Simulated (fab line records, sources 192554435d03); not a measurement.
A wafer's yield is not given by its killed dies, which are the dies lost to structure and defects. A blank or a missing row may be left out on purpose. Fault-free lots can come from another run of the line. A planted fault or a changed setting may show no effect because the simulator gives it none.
Chamber matching || flow n5-finfet || 4 sister chambers for N5_SDB_DESCUM_16 on rie-diel-05
The step chemistry O2, time 7.9 s. 4 wafers are shown with their chamber, then 9 later ones without.

== WAFERS WITH THEIR CHAMBER ==
{"wafer": "L085.6", "chamber": 0, "drypump-motor-current-A (A)": 6.2}
{"wafer": "L092.3", "chamber": 2, "drypump-motor-current-A (A)": 5.6}
{"wafer": "L092.4", "chamber": 3, "drypump-motor-current-A (A)": 4.6}
{"wafer": "L092.6", "chamber": 1, "drypump-motor-current-A (A)": 5.7}

== WAFERS MISSING THEIR CHAMBER ==
{"wafer": "L094.1", "drypump-motor-current-A (A)": 4.7}
{"wafer": "L094.2", "drypump-motor-current-A (A)": 5.6}
{"wafer": "L094.5", "drypump-motor-current-A (A)": 5.6}
{"wafer": "L096.2", "drypump-motor-current-A (A)": 4.6}
{"wafer": "L096.3", "drypump-motor-current-A (A)": 5.7}
{"wafer": "L096.4", "drypump-motor-current-A (A)": 6.2}
{"wafer": "L097.2", "drypump-motor-current-A (A)": 5.6}
{"wafer": "L097.4", "drypump-motor-current-A (A)": 5.6}
{"wafer": "L097.5", "drypump-motor-current-A (A)": 5.6}

== THE CHAMBER EACH PASSED THROUGH ==
{"wafer": "L094.1", "from the rows above": 3, "in truth": 3}
{"wafer": "L094.2", "from the rows above": 2, "in truth": 2}
{"wafer": "L094.5", "from the rows above": 2, "in truth": 2}
{"wafer": "L096.2", "from the rows above": 3, "in truth": 3}
{"wafer": "L096.3", "from the rows above": 1, "in truth": 1}
{"wafer": "L096.4", "from the rows above": 0, "in truth": 0}
{"wafer": "L097.2", "from the rows above": 2, "in truth": 2}
{"wafer": "L097.4", "from the rows above": 2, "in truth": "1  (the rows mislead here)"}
{"wafer": "L097.5", "from the rows above": 2, "in truth": 2}
8 of 9 placed correctly. Left unplaced by these rows: 0. Number placed wrongly: 1.
How it was worked out, from the rows above alone: a wafer's distance from a chamber is the root of the sum, over the readings, of the square of ((its reading less the chamber's mean) divided by the reading's scatter). If the next closest chamber is less than 2 further off than the closest, the wafer can't be placed; otherwise it belongs to the closest. The mean given for a chamber averages the wafers shown for that chamber. The scatter: with one shown wafer a chamber, the root of the mean of the squares of how far each hidden wafer lies from its nearest shown one.
